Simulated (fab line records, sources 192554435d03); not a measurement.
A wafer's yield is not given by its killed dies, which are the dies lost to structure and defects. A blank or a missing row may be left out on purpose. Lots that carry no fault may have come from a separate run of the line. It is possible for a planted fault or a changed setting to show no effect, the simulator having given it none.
Chamber matching	flow n5-finfet	cmp-01 running N5_BEOL_M12_CMP_49: 4 sister chambers
The step polishes, stops on SiOC, t overpolish 20.6 s, target thk 320 nm. 4 wafers are shown with their chamber, then 8 later ones without.

## WAFERS, EACH WITH ITS CHAMBER
wafer	chamber	motor-current-A (A)
L436.3	1	6.2
L439.1	0	6.5
L439.3	2	6.3
L440.1	3	6.0

## WAFERS WITHOUT THEIR CHAMBER
wafer	motor-current-A (A)
L440.3	6.8
L440.4	6.2
L448.1	6.2
L448.2	6.6
L448.6	6.4
L453.2	5.8
L453.5	5.8
L453.6	6.5

## WHICH CHAMBER EACH WENT THROUGH
wafer	from the rows above	in truth
L440.3	can't be placed: 0 or 2 or 1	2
L440.4	can't be placed: 1 or 2 or 3 or 0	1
L448.1	can't be placed: 1 or 2 or 3 or 0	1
L448.2	can't be placed: 0 or 2 or 1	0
L448.6	can't be placed: 0 or 2 or 1 or 3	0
L453.2	can't be placed: 3 or 1 or 2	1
L453.5	can't be placed: 3 or 1 or 2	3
L453.6	can't be placed: 0 or 2 or 1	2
Placed correctly: 0 of 8. Cannot be placed on the basis of these rows: 8; the candidates contain the true chamber in 8. Placed wrongly: 0.
How it was worked out, from the rows above alone: a wafer's distance from a chamber is the root of the sum, over the readings, of the square of ((its reading less the chamber's mean) divided by the reading's scatter). If the next closest chamber is less than 2 further off than the closest, the wafer can't be placed; otherwise it belongs to the closest. The mean given for a chamber averages the wafers shown for that chamber. The scatter: root of mean squared gap, hidden wafer to nearest shown wafer, with one shown wafer a chamber.
